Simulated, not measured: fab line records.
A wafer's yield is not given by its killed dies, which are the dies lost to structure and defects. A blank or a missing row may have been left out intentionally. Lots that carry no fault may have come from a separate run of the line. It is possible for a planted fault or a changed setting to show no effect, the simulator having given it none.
Matching of chambers    flow n5_finfet    3 sister chambers for N5_FIN_SAQP_PECVD_06 on pecvd-02
The step deposits a-Si from SiH4/He, target thk 60 nm, time 48.1 s. 6 wafers are shown with their chamber, then 7 later ones without.

EACH WAFER AND ITS CHAMBER
wafer   chamber  throttle_valve_pct (%)  heater_power_w (W)
L076.1  2        17.7                    679
L085.1  0        18.9                    873
L085.4  0        18.8                    832
L085.6  1        19.2                    817
L086.1  1        19.3                    868
L086.4  2        17.5                    656

WAFERS MISSING THEIR CHAMBER
wafer   throttle_valve_pct (%)  heater_power_w (W)
L086.5  19.2                    801
L089.1  19.6                    861
L089.3  19.0                    902
L089.6  19.0                    860
L090.1  17.9                    704
L090.4  17.6                    713
L090.6  18.9                    748

EACH ONE'S CHAMBER
wafer    from the rows above       in truth
L086.5   1                         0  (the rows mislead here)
L089.1   1                         1
L089.3   can't be placed: 0 or 1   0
L089.6   can't be placed: 0 or 1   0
L090.1   2                         2
L090.4   2                         2
L090.6   can't be placed: 0 or 1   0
Placed correctly: 3 of 7. From these rows, 3 cannot be placed; in 3 the true chamber is one of the candidates. 1 placed wrongly.
How it was worked out, from the rows above alone: a wafer's distance from a chamber is the root of the sum, over the readings, of the square of ((its reading less the chamber's mean) divided by the reading's scatter). The wafer belongs to the nearest chamber; if the next one is less than 2 further off, it can't be placed. For every chamber, the mean is computed from those of its wafers that are shown. The scatter is the square root of a quotient: the sum, over the shown wafers, of each reading's squared deviation from its chamber's mean, divided by wafers minus chambers.
